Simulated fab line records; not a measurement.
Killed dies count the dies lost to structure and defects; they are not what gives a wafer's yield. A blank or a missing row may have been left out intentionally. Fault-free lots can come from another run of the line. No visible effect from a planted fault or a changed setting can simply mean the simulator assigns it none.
Struck lot and sound lot, side by side    flow n5Finfet    39 out of 1938 route steps
Sound: these wafers, L270.3, L270.5, L270.6. Struck: wafer L282.3 (L282.4, L282.6, from the same lot, were not struck and are left out); the cause is given at the end.
Each step with rows lists, per side, the tool, then ch with its chambers, then its first start. Under that, the readings that differ: sound wafers    struck wafers    difference of the means    sigmas: that difference in standard deviations of wafers without a fault.
alike: readings whose means differ by less than 2 such deviations, and words and numbers that are the same on both sides. not compared: withheld readings, readings that some wafer has no value for, bounds like >300 that may hide the same value, and numbers for which the record gives no deviation and whose values overlap.
Wherever a step has rows on one side only, a row that says differs or no value, or a row with sigmas, the two part there. Numbers that don't overlap but have no deviation are shown without sigmas and don't part them. Lack of a reading on every wafer of one side parts them only where that side has two or more wafers.

first, 9 steps without rows for these wafers: N5_BEOL_M4_ANNEAL_95 (time 240 s); N5_BEOL_M4_SPUTTER_96 (material Cu, target thk 4.5 nm, time 8.29 s); N5_BEOL_M4_ECD_50 (material Cu, target thk 300 nm); N5_BEOL_M4_ANNEAL_51 (time 90 s); N5_BEOL_M4_CMP_52 (polishes, stops on SiOC, t overpolish 6.8 s, target thk 40 nm); N5_BEOL_M4_PRE_CLEAN_60 (time 15 s); N5_BEOL_M4_CO_CAP_55 (material Co, precursor CCTBA/H2, target thk 2 nm, time 102.1 s); N5_BEOL_M4_PRE_CLEAN_56 (time 15 s); N5_BEOL_M4_DEP_57 (deposits SiCN from 3MS/NH3, target thk 8 nm, time 14 s).
N5_BEOL_M4_RC_MEAS_101:
  sound on prober-01 ch 0, day 9 02:23; struck on prober-01 ch 0, day 12 01:07
  alike: DIBL_N, DIBL_P, IOFF_N, IOFF_P, ION_N, ION_P, SS_N, SS_P, VT_N, VT_P
then, 24 steps without rows for these wafers: N5_BEOL_M5_ILD_DEP_00 (deposits SiCOH lowk from DEMS/porogen, target thk 140.64 nm, time 25.9 s); N5_BEOL_M5_CURE_79 (cures SiCOH lowk, time 240 s); N5_BEOL_M5_PECVD_70 (deposits SiO2 from TEOS/O2, target thk 16 nm, time 18 s); N5_BEOL_M5_HM_DEP_02 (deposits TiN, target thk 20 nm); N5_BEOL_M5_COAT_59 (time 60 s, resist thk 60 nm); N5_BEOL_M5_COAT_60 (time 60 s, resist thk 12 nm); N5_BEOL_M5_COAT_71 (time 60 s, resist thk 5 nm); N5_BEOL_M5_COAT_05 (resist thk 30 nm); N5_BEOL_M5_EBR_07; N5_BEOL_M5_SOFTBAKE_06 (time 60 s); N5_BEOL_M5_EXPOSE_08 (exposes mask M5, target cd 28 nm); N5_BEOL_M5_PEB_09 (peb time 60 s); N5_BEOL_M5_DEVELOP_10 (develop time 30 s); N5_BEOL_M5_DESCUM_16 (chemistry O2, time 7 s); N5_BEOL_M5_ETCH_72 (etches underlayer in N2/H2, target depth 6.5 nm, time 5.2 s); N5_BEOL_M5_ETCH_61 (etches SiARC in CF4, target depth 15.6 nm, time 26 s); N5_BEOL_M5_ETCH_62 (etches SOC in N2/H2, target depth 75 nm, overetch 15 nm, time 112.5 s); N5_BEOL_M5_STRIP_63 (strips in N2/H2); N5_BEOL_M5_STRIP_73 (strips in N2/H2); N5_BEOL_M5_STRIP_64 (strips in CF4); N5_BEOL_M5_HM_OPEN_17 (chemistry Cl2/BCl3, target TiN, target depth 20 nm, overetch 6 nm); N5_BEOL_M5_STRIP_19 (strips in O2); N5_BEOL_M5_COAT_65 (time 60 s, resist thk 60 nm); N5_BEOL_M5_COAT_66 (time 60 s, resist thk 12 nm).
N5_BEOL_M9_HM_DEP_02: deposits TiN, target thk 20 nm.
  sound: pvdSputter-03 at day 10 15:50; struck: pvdSputter-02 at day 13 15:20
reading                                    sound           struck  difference  sigmas
throttleValvePct (%)                       29.5 29.9 29.4  31.9    +2.3        +3
model.TiN_of_BEOL_M9_HM_DEP_02.thkNm (nm)  20.4 20.4 20    27.2    +6.9        
  alike: chamberPressurePa
N5_BEOL_M9_HM_OPEN_17: chemistry Cl2/BCl3, target TiN, target depth 20 nm, overetch 6 nm.
  sound on rieMetal-02 ch 0,1, day 10 16:43; struck on rieMetal-03 ch 1, day 13 16:26
reading                  sound              struck  difference  sigmas
model.etch.depthNm (nm)  20.35 20.45 20.09  25.34   +5.04       
  alike: drypumpMotorCurrentA, heBacksideLeakSccm, mfcCl2Sccm, oesProductAu, throttleValvePct
  not compared: rfHoursCounterH
N5_BEOL_M9_TRENCH_ETCH_37: etches SiCOH lowk in C4F6/O2, target depth 151.43 nm, time 49 s.
  sound: rieDiel-04 ch 0,3; struck: rieDiel-06 ch 1
reading                                    sound              struck  difference  sigmas
drypumpMotorCurrentA (A)                   5.9 6.3 5.8        5.0     -1.0        -2
rfVppV (V)                                 657 651 657        683     +28         +3
throttleValvePct (%)                       21.32 21.26 21.31  20.48   -0.82       -3
model.TiN_of_BEOL_M9_HM_DEP_02.thkNm (nm)  16 16.4 15.8       22.8    +6.7        
  alike: C4F6_flow_sccm, oesProductAu, showerheadPlenumPTorr
  not compared: rfHoursCounterH
N5_BEOL_M9_OCD_MEAS_38:
  sound: ocd-02 at day 10 19:35; struck: ocd-01 at day 13 17:39
reading             sound              struck  difference  sigmas
trenchDepthNm (nm)  154.5 150.6 153.6  115.7   -37.2       -15
-- record jumps: 3 days separate the struck wafers' starts on either side; left off in module BEOL_M9, taken up again in module PASSIVATION, whose first shown step is the route's number 1936 --
N5_PASSIVATION_PROBE_49:
  sound: prober-02 at day 13 14:58; struck: prober-02 at day 16 12:41
reading                  sound           struck  difference  sigmas
defectLimitedYield (%)   91.5 91.7 92.1  64.4    -27.4       -21
killed_at_M4_up          14 15 9         325     +312        +68
killedAtOther            2 13 4          0       -6          -2
killedDies               100 98 93       420     +323        +22
killedOnRim              7 15 12         52      +41         +10
sort_bin_5_function (%)  4.6 6.0 4.0     32.3    +27.4       +29
sortNPass                1080 1082 1087  760     -323        -22
sortYieldPct (%)         91.5 91.7 92.1  64.4    -27.4       -21
  alike: killed_at_M0_to_M3, killedAtContacts, killedAtFrontEnd, killedOpen, killedShort, sort_bin_4_leakage, sort_bin_6_memory

WHERE THEY PART
At N5_BEOL_M9_HM_DEP_02 first; at N5_PASSIVATION_PROBE_49 last (within this record only).

WHY: the cause the simulator had injected
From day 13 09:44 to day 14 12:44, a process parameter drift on pvdSputter-02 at N5_BEOL_M9_HM_DEP_02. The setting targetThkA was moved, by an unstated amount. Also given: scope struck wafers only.
